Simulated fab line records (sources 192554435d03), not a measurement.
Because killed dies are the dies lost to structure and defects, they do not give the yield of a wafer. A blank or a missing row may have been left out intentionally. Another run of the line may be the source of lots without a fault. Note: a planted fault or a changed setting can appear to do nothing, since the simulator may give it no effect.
fab line records	flow n5Finfet
record lots=7	wafers=21
route steps=1938 shown WELL_APT@21 FIN_SAQP@130 FIN_CUT@155 HKMG_FIN@423 MOL_CONTACT_COAG@519 BEOL_M0_SAQP@681 BEOL_M0@726
startH: start of the lot's first displayed wafer, in hours after the record's first day	waitH: hours from the lot's prior step to this one	" repeats the value in the row above	L1.1+2: a row that stands for several wafers	- no value, or no start was given	* or withheld: withheld	< > ~ a bound
route shown NAME@n: NAME is a module with steps in the file, n the number in the route of the first one	usual: mean/standard deviation taken from wafers without a fault	same: alike in all rows	chamber/n: place in a boat	sites: each site's reading	_std_site: their standard deviation	_edge_site: the outer-site mean with the inner-site mean subtracted	radiusMm: for every site, how far away it sits from the centre of the wafer	mask NAME#n: copy n	behind: tool/chamber where the wafer was last shaped	hold: the reason the lot was held/the length of the hold in hours/how it ended	device: whichever transistor did not switch (one of n, p or np)	end of line: tests of these same wafers at the route's end	a step without rows: its recipe alone	killed: dies that structure and defects cost at the first sort, which is not the same as the wafer's yield	map: shows each die of a wafer: x if killed, . if not, _ if none is there
set.NAME: the setting the step ran with; set.NAME@STEP: the setting that earlier step ran with	model.NAME: the simulator's own value behind a step, which no gauge read
lots whose settings were changed on purpose; a table a step, a row a wafer
## steps
# step N5_WELL_APT_COAT_02
# recipe spinRpm=1357	resistThkNm=950
lot.wafer	tool	chamber	startH	waitH	set.spinRpm	model.coat_of_WELL_APT_COAT_02.thkNm
L077.1	lithoTrack-02	0	-	-	1254	988.4
L077.2	"	0	"	"	1254	989.5
L077.5	"	0	"	"	1357	949
L078.1	lithoTrack-02	0	-	-	1357	950.1
L078.2	"	0	"	"	1357	948.5
L078.4	"	0	"	"	1357	948.6
L079.2	lithoTrack-03	0	-	-	1357	948
L079.5	"	0	"	"	1357	948.2
L079.6	"	0	"	"	1499	902.1
L080.3	lithoTrack-05	0	-	-	1310	961.3
L080.4	"	0	"	"	1310	962.4
L080.6	"	0	"	"	1357	944.5
L085.2	lithoTrack-03	0	-	-	1357	951.5
L085.5	"	0	"	"	1357	954
L085.6	"	0	"	"	1465	916.9
L092.3	lithoTrack-05	0	-	-	1357	947.9
L092.4	"	0	"	"	1357	948.3
L092.6	"	0	"	"	1357	946.6
L094.2	lithoTrack-05	0	-	-	1357	945
L094.3	"	0	"	"	1357	945.8
L094.6	"	0	"	"	1455	917.3
# step N5_FIN_SAQP_ETCH_65
# recipe chemistry=CF4	target=SiO2	targetDepthA=40	ionEnergyEv=350	timeS=4.4	pressureMtorr=10	icpW=800	biasW=400	cf4FlowSccm=80
lot.wafer	tool	chamber	startH	waitH	set.timeS	model.etch.depthNm
L077.1	rieSi-01	0	41.63	0.1	4.4	3.908
L077.2	"	3	"	"	4.4	3.953
L077.5	"	2	"	"	4.4	3.913
L078.1	rieSi-03	2	48.11	0.1	4.4	3.664
L078.2	"	1	"	"	4.4	4.149
L078.4	"	3	"	"	4.4	3.914
L079.2	rieSi-02	0	53.82	0.1	5.133	4.667
L079.5	"	3	"	"	4.4	4.082
L079.6	"	0	"	"	5.133	4.666
L080.3	rieSi-01	2	60.06	0.1	4.4	3.845
L080.4	"	3	"	"	4.4	3.891
L080.6	"	0	"	"	4.063	3.572
L085.2	rieSi-02	1	93.58	0.1	4.674	4.257
L085.5	"	1	"	"	4.4	4.025
L085.6	"	2	"	"	4.4	4.085
L092.3	rieSi-01	0	132.15	0.1	5.133	4.509
L092.4	"	2	"	"	5.133	4.53
L092.6	"	1	"	"	4.4	4.142
L094.2	rieSi-02	3	144.82	0.1	4.4	4.17
L094.3	"	2	"	"	4.4	4.077
L094.6	"	3	"	"	5.273	4.994
# step N5_FIN_CUT_COAT_19
# recipe resist=SiARC	tempC=220	timeS=60	spinRpm=1500	resistThkNm=20
lot.wafer	tool	chamber	startH	waitH	set.spinRpm	model.SiARC_of_FIN_CUT_COAT_19.thkNm
L077.1	lithoTrack-04	0	-	-	1589	19.4
L077.2+5	"	0	"	"	1500	20
L078.1+2+4	lithoTrack-04	0	-	-	1500	20
L079.2+5	lithoTrack-03	0	-	-	1500	20
L079.6	"	0	"	"	1500	19.8
L080.3+6	lithoTrack-05	0	-	-	1500	20
L080.4	"	0	"	"	1623	19.2
L085.2	lithoTrack-04	0	-	-	1640	19
L085.5+6	"	0	"	"	1500	20
L092.3+6	lithoTrack-05	0	-	-	1500	20
L092.4	"	0	"	"	1668	19
L094.2	lithoTrack-04	0	-	-	1500	20
L094.3+6	"	0	"	"	1339	21.2
# step N5_FIN_CUT_EXPOSE_05
# recipe maskId=FIN_CUT	na=0.33	sourceShape=annular	sigmaInner=0.35	sigmaOuter=0.8	polarization=unpolarized	doseMj=45.75
lot.wafer	tool	chamber	startH	waitH	mask	set.doseMj
L077.1	euvScanner-01	0	43.96	-	FIN_CUT#0	43.14
L077.2+5	"	0	"	"	FIN_CUT#0	45.75
L078.1+2+4	euvScanner-01	0	50.29	-	FIN_CUT#0	45.75
L079.2+5	euvScanner-02	0	56.09	-	FIN_CUT#0	44.84
L079.6	"	0	"	"	FIN_CUT#0	45.75
L080.3+6	euvScanner-02	0	62.22	-	FIN_CUT#0	47.5
L080.4	"	0	"	"	FIN_CUT#0	45.75
L085.2+6	euvScanner-01	0	98.91	-	FIN_CUT#0	45.75
L085.5	"	0	"	"	FIN_CUT#0	42.93
L092.3+4+6	euvScanner-01	0	134.62	-	FIN_CUT#0	45.75
L094.2+3+6	euvScanner-02	0	147.52	-	FIN_CUT#0	45.75
# step N5_FIN_CUT_PEB_06
# recipe pebTempC=100	pebTimeS=60	resist=CAR-EUV
# step N5_FIN_CUT_DEVELOP_07
# recipe developTimeS=30	developer=TMAH	resist=CAR-EUV	rinseLiquid=surfactantRinse	dry=airSpin	devTempC=23
# step N5_FIN_CUT_DESCUM_13
# recipe chemistry=O2	timeS=7	sourcePowerW=50	biasPowerW=20	pressureMtorr=20	rfFrequencyHz=2.712e+07	tempC=40	resist=CAR-EUV	o2FlowSccm=225
# step N5_FIN_CUT_ETCH_30
# recipe chemistry=N2/H2	target=underlayer	targetDepthA=130	maskMaterial=CAR-EUV	timeS=10.4	ionEnergyEv=200	pressureMtorr=30	sourceW=840	biasW=150	n2FlowSccm=200	h2FlowSccm=200	ends=cleared
lot.wafer	tool	chamber	startH	waitH	set.doseMj@FIN_CUT_EXPOSE_05	model.FIN_CUT.cdOffsetNm
L077.1	rieDiel-02	1	44.26	0.0	43.14	-1.2
L077.2+5	"	2,1	"	"	45.75	-0.4
L078.1+2+4	rieDiel-02	1,3,2	50.58	0.0	45.75	-0.4
L079.2+5	rieDiel-06	0,3	56.38	0.0	44.84	-0.4
L079.6	"	2	"	"	45.75	-0.2
L080.3	rieDiel-06	2	62.49	0.0	47.5	0.6
L080.4	"	0	"	"	45.75	0
L080.6	"	2	"	"	47.5	0.4
L085.2+6	rieDiel-06	2	99.20	0.0	45.75	0
L085.5	"	1	"	"	42.93	-1.2
L092.3+4+6	rieDiel-02	0,2,3	134.90	0.0	45.75	-0.2
L094.2	rieDiel-06	1	148.04	0.0	45.75	-0.4
L094.3+6	"	0	"	"	45.75	0
# step N5_FIN_CUT_ETCH_20
# recipe chemistry=CF4	target=SiARC	targetDepthA=260	maskMaterial=CAR-EUV	timeS=43.3	ionEnergyEv=80	pressureMtorr=40	sourceW=545	biasW=36	Ar_flow_sccm=100	cf4FlowSccm=100	ends=cleared
lot.wafer	tool	chamber	startH	waitH	set.spinRpm@FIN_CUT_COAT_19	model.etch.depthNm
L077.1	rieDiel-02	1	44.28	0.0	1589	19.45
L077.2	"	2	"	"	1500	19.96
L077.5	"	1	"	"	1500	19.99
L078.1	rieDiel-02	1	50.60	0.0	1500	19.98
L078.2	"	3	"	"	1500	20.02
L078.4	"	2	"	"	1500	20.04
L079.2	rieDiel-06	0	56.39	0.0	1500	19.92
L079.5	"	3	"	"	1500	19.99
L079.6	"	2	"	"	1500	19.89
L080.3	rieDiel-06	2	62.51	0.0	1500	19.97
L080.4	"	0	"	"	1623	19.17
L080.6	"	2	"	"	1500	19.95
L085.2	rieDiel-06	2	99.22	0.0	1640	19.1
L085.5	"	1	"	"	1500	19.97
L085.6	"	2	"	"	1500	19.95
L092.3	rieDiel-02	0	134.92	0.0	1500	20.03
L092.4	"	2	"	"	1668	18.97
L092.6	"	3	"	"	1500	20.01
L094.2	rieDiel-06	1	148.06	0.0	1500	19.99
L094.3	"	0	"	"	1339	21.15
L094.6	"	0	"	"	1339	21.21
# step N5_HKMG_FIN_COAT_30
# recipe resist=SiARC	tempC=220	timeS=60	spinRpm=1500	resistThkNm=35
lot.wafer	tool	chamber	startH	waitH	set.spinRpm	model.SiARC_of_HKMG_FIN_COAT_30.thkNm
L077.1	lithoTrack-05	0	-	-	1500	35
L077.2	"	0	"	"	1500	34.8
L077.5	"	0	"	"	1604	34
L078.1+4	lithoTrack-03	0	-	-	1500	35.2
L078.2	"	0	"	"	1500	35
L079.2	lithoTrack-03	0	-	-	1639	33.6
L079.5	"	0	"	"	1500	35
L079.6	"	0	"	"	1500	34.8
L080.3	lithoTrack-04	0	-	-	1500	35.2
L080.4+6	"	0	"	"	1500	35
L085.2	lithoTrack-03	0	-	-	1500	35
L085.5	"	0	"	"	1500	34.8
L085.6	"	0	"	"	1644	33.2
L092.3+4+6	lithoTrack-03	0	-	-	1500	35
L094.2+3+6	lithoTrack-03	0	-	-	1500	35
# step N5_HKMG_FIN_PEB_10
# recipe pebTempC=withheld	pebTimeS=60	resist=CAR-ArF
lot.wafer	tool	chamber	startH	waitH	set.pebTimeS
L077.1	lithoTrack-03	0	90.54	0.1	60
L077.2+5	"	0	"	"	63.93
L078.1+2+4	lithoTrack-05	0	102.44	0.1	60
L079.2	lithoTrack-05	0	106.80	0.0	60
L079.5+6	"	0	"	"	50.32
L080.3	lithoTrack-03	0	114.22	0.0	51.27
L080.4+6	"	0	"	"	60
L085.2	lithoTrack-03	0	148.97	0.0	56.22
L085.5+6	"	0	"	"	60
L092.3+6	lithoTrack-03	0	182.06	0.0	60
L092.4	"	0	"	"	67.67
L094.2+3+6	lithoTrack-05	0	197.73	0.0	60
# step N5_HKMG_FIN_DEVELOP_11
# recipe developTimeS=30	developer=TMAH	resist=CAR-ArF	devTempC=23	rinseLiquid=diw	dry=airSpin
# step N5_HKMG_FIN_CD_MEAS_12
# recipe targetCdNm=92.8	landingEnergyEv=500	detector=seInlens
# usual cdNm=92.8/0.87
lot.wafer	tool	chamber	startH	waitH	set.pebTimeS@HKMG_FIN_PEB_10	cdNm
L077.1	cdSem-02	0	90.61	-	60	93.8
L077.2	"	0	"	"	63.93	94.7
L077.5	"	0	"	"	63.93	94.7
L078.1	cdSem-02	0	102.51	-	60	93.7
L078.2	"	0	"	"	60	93.8
L078.4	"	0	"	"	60	94.0
L079.2	cdSem-03	0	106.87	-	60	92.4
L079.5	"	0	"	"	50.32	87.6
L079.6	"	0	"	"	50.32	85.5
L080.3	cdSem-03	0	114.29	-	51.27	86.4
L080.4	"	0	"	"	60	90.1
L080.6	"	0	"	"	60	92.7
L085.2	cdSem-01	0	149.04	-	56.22	91.7
L085.5	"	0	"	"	60	93.8
L085.6	"	0	"	"	60	93.0
L092.3	cdSem-03	0	182.12	-	60	92.6
L092.4	"	0	"	"	67.67	96.7
L092.6	"	0	"	"	60	92.2
L094.2	cdSem-02	0	197.80	-	60	92.8
L094.3	"	0	"	"	60	92.6
L094.6	"	0	"	"	60	91.9
# step N5_HKMG_FIN_DESCUM_17
# recipe chemistry=O2	timeS=7.9	sourcePowerW=50	biasPowerW=20	pressureMtorr=20	rfFrequencyHz=2.712e+07	tempC=40	resist=CAR-ArF	o2FlowSccm=225
# step N5_HKMG_FIN_ETCH_31
# recipe chemistry=CF4	target=SiARC	targetDepthA=455	maskMaterial=CAR-ArF	timeS=75.8	ionEnergyEv=80	pressureMtorr=40	sourceW=545	biasW=36	Ar_flow_sccm=100	cf4FlowSccm=100	ends=cleared
lot.wafer	tool	chamber	startH	waitH	set.spinRpm@HKMG_FIN_COAT_30	model.etch.depthNm	model.CAR-ArF_of_HKMG_FIN_COAT_06.thkNm
L077.1	rieDiel-01	1	90.73	0.0	1500	34.95	50.8
L077.2	"	2	"	"	1500	34.89	50.6
L077.5	"	2	"	"	1604	33.92	51.4
L078.1	rieDiel-04	2	103.12	0.0	1500	35.1	51
L078.2	"	1	"	"	1500	35.02	51
L078.4	"	3	"	"	1500	35.24	51
L079.2	rieDiel-05	2	107.16	0.0	1639	33.51	52.2
L079.5	"	0	"	"	1500	34.9	51
L079.6	"	2	"	"	1500	34.9	51.2
L080.3	rieDiel-04	0	115.29	0.0	1500	35.1	50.6
L080.4	"	2	"	"	1500	35.03	51
L080.6	"	0	"	"	1500	35.02	50.8
L085.2	rieDiel-05	2	149.91	0.0	1500	34.92	51
L085.5	"	1	"	"	1500	34.88	51.2
L085.6	"	0	"	"	1644	33.25	52.2
L092.3	rieDiel-01	0	182.92	0.0	1500	34.92	51.2
L092.4	"	2	"	"	1500	34.96	50.8
L092.6	"	3	"	"	1500	35	51
L094.2	rieDiel-01	0	198.02	0.0	1500	34.95	51
L094.3	"	1	"	"	1500	35.07	51
L094.6	"	1	"	"	1500	35.08	51.2
# step N5_MOL_CONTACT_COAG_COAT_58
# recipe resist=underlayer	tempC=205	timeS=60	spinRpm=1500	resistThkNm=10
lot.wafer	tool	chamber	startH	waitH	set.spinRpm	model.underlayer_of_MOL_CONTACT_COAG_COAT_58.thkNm
L077.1	lithoTrack-02	0	-	-	1500	10
L077.2+5	"	0	"	"	1609	9.6
L078.1+2+4	lithoTrack-05	0	-	-	1500	10
L079.2+5	lithoTrack-02	0	-	-	1375	10.4
L079.6	"	0	"	"	1500	10
L080.3+4	lithoTrack-03	0	-	-	1454	10.2
L080.6	"	0	"	"	1500	10
L085.2+6	lithoTrack-02	0	-	-	1500	10
L085.5	"	0	"	"	1427	10.2
L092.3+4+6	lithoTrack-02	0	-	-	1500	10
L094.2+3+6	lithoTrack-05	0	-	-	1500	10
# step N5_MOL_CONTACT_COAG_COAT_02
# recipe resist=CAR-EUV	spinRpm=1500	resistThkNm=30
# step N5_MOL_CONTACT_COAG_EBR_04
# recipe solvent=PGMEA	ebrWidthMm=1.5
# step N5_MOL_CONTACT_COAG_DESCUM_13
# recipe chemistry=O2	timeS=7	sourcePowerW=50	biasPowerW=20	pressureMtorr=20	rfFrequencyHz=2.712e+07	tempC=40	resist=CAR-EUV	o2FlowSccm=225
# step N5_MOL_CONTACT_COAG_ETCH_59
# recipe chemistry=N2/H2	target=underlayer	targetDepthA=130	maskMaterial=CAR-EUV	timeS=10.4	ionEnergyEv=200	pressureMtorr=30	sourceW=840	biasW=150	n2FlowSccm=200	h2FlowSccm=200	ends=cleared
lot.wafer	tool	chamber	startH	waitH	set.spinRpm@MOL_CONTACT_COAG_COAT_58	model.etch.depthNm
L077.1	rieDiel-01	0	105.55	0.0	1500	10
L077.2	"	2	"	"	1609	9.673
L077.5	"	2	"	"	1609	9.657
L078.1	rieDiel-04	0	115.79	0.0	1500	9.987
L078.2+4	"	2,3	"	"	1500	10.01
L079.2	rieDiel-04	0	120.32	0.0	1375	10.46
L079.5	"	2	"	"	1375	10.45
L079.6	"	3	"	"	1500	10.07
L080.3	rieDiel-01	0	128.37	0.0	1454	10.12
L080.4	"	2	"	"	1454	10.14
L080.6	"	3	"	"	1500	9.966
L085.2	rieDiel-04	2	162.64	0.0	1500	9.993
L085.5	"	2	"	"	1427	10.25
L085.6	"	1	"	"	1500	9.991
L092.3	rieDiel-04	0	195.11	0.0	1500	9.984
L092.4	"	3	"	"	1500	10.01
L092.6	"	3	"	"	1500	9.98
L094.2	rieDiel-05	3	211.81	0.0	1500	9.984
L094.3	"	0	"	"	1500	9.998
L094.6	"	0	"	"	1500	9.966
# step N5_MOL_CONTACT_COAG_ETCH_91
# recipe chemistry=N2/H2	target=SOC	targetDepthA=600	overetchA=210	maskMaterial=SiARC	tempC=40	timeS=101.2	ionEnergyEv=200	pressureMtorr=30	sourceW=840	biasW=150	n2FlowSccm=200	h2FlowSccm=200
# usual rfVppV=525.4/2.3
lot.wafer	tool	chamber	startH	waitH	set.sourceW	rfVppV
L077.1	rieDiel-05	1	116.78	0.0	840	520.7
L077.2	"	2	"	"	840	524.7
L077.5	"	0	"	"	840	526.7
L078.1	rieDiel-04	2	127.50	0.0	840	524.0
L078.2	"	0	"	"	840	522.7
L078.4	"	3	"	"	840	524.3
L079.2	rieDiel-05	0	133.17	0.0	905.1	515.8
L079.5	"	3	"	"	840	529.2
L079.6	"	2	"	"	905.1	512.4
L080.3	rieDiel-05	0	140.30	0.0	723.4	554.9
L080.4	"	3	"	"	723.4	554.4
L080.6	"	2	"	"	723.4	552.3
L085.2	rieDiel-01	3	173.94	0.0	691.6	557.9
L085.5	"	0	"	"	840	528.6
L085.6	"	1	"	"	840	522.0
L092.3	rieDiel-04	2	207.57	0.1	840	523.4
L092.4	"	2	"	"	840	525.5
L092.6	"	2	"	"	787.2	535.8
L094.2	rieDiel-05	0	225.06	0.0	840	527.9
L094.3	"	1	"	"	909.4	514.7
L094.6	"	0	"	"	909.4	514.6
# step N5_BEOL_M0_SAQP_COAT_72
# recipe resist=SiARC	tempC=220	timeS=60	spinRpm=1500	resistThkNm=15
lot.wafer	tool	chamber	startH	waitH	set.spinRpm	model.SiARC_of_BEOL_M0_SAQP_COAT_72.thkNm
L077.1+2+5	lithoTrack-03	0	-	-	1500	15
L078.1+2+4	lithoTrack-04	0	-	-	1500	15
L079.2	lithoTrack-01	0	-	-	1640	14.4
L079.5+6	"	0	"	"	1500	15
L080.3	lithoTrack-03	0	-	-	1666	14.2
L080.4+6	"	0	"	"	1500	15
L085.2	lithoTrack-03	0	-	-	1413	15.6
L085.5+6	"	0	"	"	1500	15
L092.3+4+6	lithoTrack-03	0	-	-	1500	15
L094.2+6	lithoTrack-04	0	-	-	1500	15
L094.3	"	0	"	"	1337	15.8
# step N5_BEOL_M0_SAQP_COAT_87
# recipe resist=underlayer	tempC=205	timeS=60	spinRpm=1500	resistThkNm=5
# step N5_BEOL_M0_SAQP_COAT_34
# recipe resist=CAR-EUV	spinRpm=1500	resistThkNm=30
# step N5_BEOL_M0_SAQP_DESCUM_45
# recipe chemistry=O2	timeS=7	sourcePowerW=50	biasPowerW=20	pressureMtorr=20	rfFrequencyHz=2.712e+07	tempC=40	resist=CAR-EUV	o2FlowSccm=225
# step N5_BEOL_M0_SAQP_ETCH_88
# recipe chemistry=N2/H2	target=underlayer	targetDepthA=65	timeS=5.2	ionEnergyEv=200	maskMaterial=CAR-EUV	pressureMtorr=30	sourceW=840	biasW=150	n2FlowSccm=200	h2FlowSccm=200	ends=cleared
# step N5_BEOL_M0_SAQP_ETCH_73
# recipe chemistry=CF4	target=SiARC	targetDepthA=195	maskMaterial=CAR-EUV	timeS=32.5	ionEnergyEv=80	pressureMtorr=40	sourceW=545	biasW=36	Ar_flow_sccm=100	cf4FlowSccm=100	ends=cleared
lot.wafer	tool	chamber	startH	waitH	set.spinRpm@BEOL_M0_SAQP_COAT_72	model.etch.depthNm
L077.1	rieDiel-06	2	143.93	0.0	1500	14.96
L077.2	"	1	"	"	1500	14.98
L077.5	"	2	"	"	1500	14.91
L078.1+2+4	rieDiel-02	1,0,2	146.41	0.0	1500	14.99
L079.2	rieDiel-03	3	146.79	0.0	1640	14.35
L079.5	"	0	"	"	1500	15.04
L079.6	"	3	"	"	1500	15.03
L080.3	rieDiel-02	1	152.60	0.0	1666	14.26
L080.4	"	2	"	"	1500	15
L080.6	"	1	"	"	1500	15.02
L085.2	rieDiel-06	1	186.81	0.0	1413	15.5
L085.5	"	1	"	"	1500	15.07
L085.6	"	0	"	"	1500	15.01
L092.3	rieDiel-06	3	221.64	0.0	1500	15
L092.4+6	"	2,1	"	"	1500	14.99
L094.2	rieDiel-02	0	236.58	0.0	1500	15.04
L094.3	"	3	"	"	1337	15.9
L094.6	"	3	"	"	1500	15
# step N5_BEOL_M0_SAQP_CUT_ETCH_46
# recipe chemistry=N2/H2	target=SOC	targetDepthA=1350	overetchA=270	tempC=40	timeS=202.5	ionEnergyEv=200	maskMaterial=SiARC	pressureMtorr=30	sourceW=840	biasW=150	n2FlowSccm=200	h2FlowSccm=200
lot.wafer	tool	chamber	startH	waitH	set.spinRpm@BEOL_M0_SAQP_COAT_72	model.SiARC_of_BEOL_M0_SAQP_COAT_72.thkNm
L077.1+2+5	rieDiel-06	2,1,2	143.96	0.0	1500	5
L078.1	rieDiel-02	1	146.44	0.0	1500	4.8
L078.2	"	0	"	"	1500	4.4
L078.4	"	2	"	"	1500	5
L079.2	rieDiel-03	3	146.82	0.0	1640	4.4
L079.5	"	0	"	"	1500	5.4
L079.6	"	3	"	"	1500	5.2
L080.3	rieDiel-02	1	152.63	0.0	1666	4
L080.4+6	"	2,1	"	"	1500	5
L085.2	rieDiel-06	1	186.85	0.0	1413	5.4
L085.5	"	1	"	"	1500	5
L085.6	"	0	"	"	1500	4.4
L092.3	rieDiel-06	3	221.67	0.0	1500	4.8
L092.4+6	"	2,1	"	"	1500	5.2
L094.2	rieDiel-02	0	236.61	0.0	1500	4.6
L094.3	"	3	"	"	1337	5.8
L094.6	"	3	"	"	1500	5
# step N5_BEOL_M0_ETCH_109
# recipe chemistry=CH3F/O2	targetDepthA=80	overetchA=24	target=SiCN	timeS=27.4	ionEnergyEv=120	pressureMtorr=30	sourceW=395	biasW=75	Ar_flow_sccm=150	CH3F_flow_sccm=30	O2_flow_sccm=20
# usual rfVppV=298.6/1.5
lot.wafer	tool	chamber	startH	waitH	set.biasW	rfVppV
L077.1	rieDiel-04	0	147.53	0.1	75	297.5
L077.2	"	3	"	"	75	298.8
L077.5	"	1	"	"	75	298.8
L078.1	rieDiel-04	2	152.21	0.2	75	296.9
L078.2	"	3	"	"	75	298.2
L078.4	"	1	"	"	75	298.3
L079.2	rieDiel-05	0	154.29	0.0	75	299.8
L079.5	"	2	"	"	75	299.5
L079.6	"	1	"	"	62.87	268.8
L080.3	rieDiel-01	3	159.13	0.0	78.48	305.9
L080.4	"	1	"	"	75	295.9
L080.6	"	3	"	"	75	296.5
L085.2	rieDiel-05	3	189.14	0.1	63.52	270.0
L085.5	"	0	"	"	63.52	269.4
L085.6	"	1	"	"	75	300.9
L092.3	rieDiel-05	2	227.90	0.8	75	297.9
L092.4	"	1	"	"	66.73	278.6
L092.6	"	3	"	"	66.73	278.6
L094.2	rieDiel-05	2	239.97	0.0	75	297.8
L094.3	"	3	"	"	75	298.6
L094.6	"	2	"	"	75	298.7
## key
split step=N5_WELL_APT_COAT_02	setting=spinRpm	stated=1357	by=wafer
response step=N5_WELL_APT_COAT_02	reading=model.coat_of_WELL_APT_COAT_02.thkNm	change=-4.52	per=1%	r=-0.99
split step=N5_FIN_SAQP_ETCH_65	setting=timeS	stated=4.4	by=wafer
response step=N5_FIN_SAQP_ETCH_65	reading=model.etch.depthNm	change=+0.0352	per=1%	r=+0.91
split step=N5_FIN_CUT_COAT_19	setting=spinRpm	stated=1500	by=wafer
response step=N5_FIN_CUT_COAT_19	reading=model.SiARC_of_FIN_CUT_COAT_19.thkNm	change=-0.101	per=1%	r=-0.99
response step=N5_FIN_CUT_ETCH_20	reading=model.etch.depthNm	change=-0.0982	per=1%	r=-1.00
split step=N5_FIN_CUT_EXPOSE_05	setting=doseMj	stated=45.75	by=wafer
response step=N5_FIN_CUT_ETCH_30	reading=model.FIN_CUT.cdOffsetNm	change=+0.16	per=1%	r=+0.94
split step=N5_HKMG_FIN_COAT_30	setting=spinRpm	stated=1500	by=wafer
response step=N5_HKMG_FIN_COAT_30	reading=model.SiARC_of_HKMG_FIN_COAT_30.thkNm	change=-0.153	per=1%	r=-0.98
response step=N5_HKMG_FIN_ETCH_31	reading=model.etch.depthNm	change=-0.158	per=1%	r=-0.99
response step=N5_HKMG_FIN_ETCH_31	reading=model.CAR-ArF_of_HKMG_FIN_COAT_06.thkNm	change=+0.113	per=1%	r=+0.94
split step=N5_HKMG_FIN_PEB_10	setting=pebTimeS	stated=60	by=wafer
response step=N5_HKMG_FIN_CD_MEAS_12	reading=cdNm	change=+0.331	per=1%	r=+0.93
split step=N5_MOL_CONTACT_COAG_COAT_58	setting=spinRpm	stated=1500	by=wafer
response step=N5_MOL_CONTACT_COAG_COAT_58	reading=model.underlayer_of_MOL_CONTACT_COAG_COAT_58.thkNm	change=-0.0504	per=1%	r=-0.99
response step=N5_MOL_CONTACT_COAG_ETCH_59	reading=model.etch.depthNm	change=-0.0482	per=1%	r=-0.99
split step=N5_MOL_CONTACT_COAG_ETCH_91	setting=sourceW	stated=840	by=wafer
response step=N5_MOL_CONTACT_COAG_ETCH_91	reading=rfVppV	change=-1.82	per=1%	r=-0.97
split step=N5_BEOL_M0_SAQP_COAT_72	setting=spinRpm	stated=1500	by=wafer
response step=N5_BEOL_M0_SAQP_COAT_72	reading=model.SiARC_of_BEOL_M0_SAQP_COAT_72.thkNm	change=-0.0737	per=1%	r=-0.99
response step=N5_BEOL_M0_SAQP_ETCH_73	reading=model.etch.depthNm	change=-0.0745	per=1%	r=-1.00
response step=N5_BEOL_M0_SAQP_CUT_ETCH_46	reading=model.SiARC_of_BEOL_M0_SAQP_COAT_72.thkNm	change=-0.0952	per=1%	r=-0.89
split step=N5_BEOL_M0_ETCH_109	setting=biasW	stated=75	by=wafer
response step=N5_BEOL_M0_ETCH_109	reading=rfVppV	change=+1.93	per=1%	r=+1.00
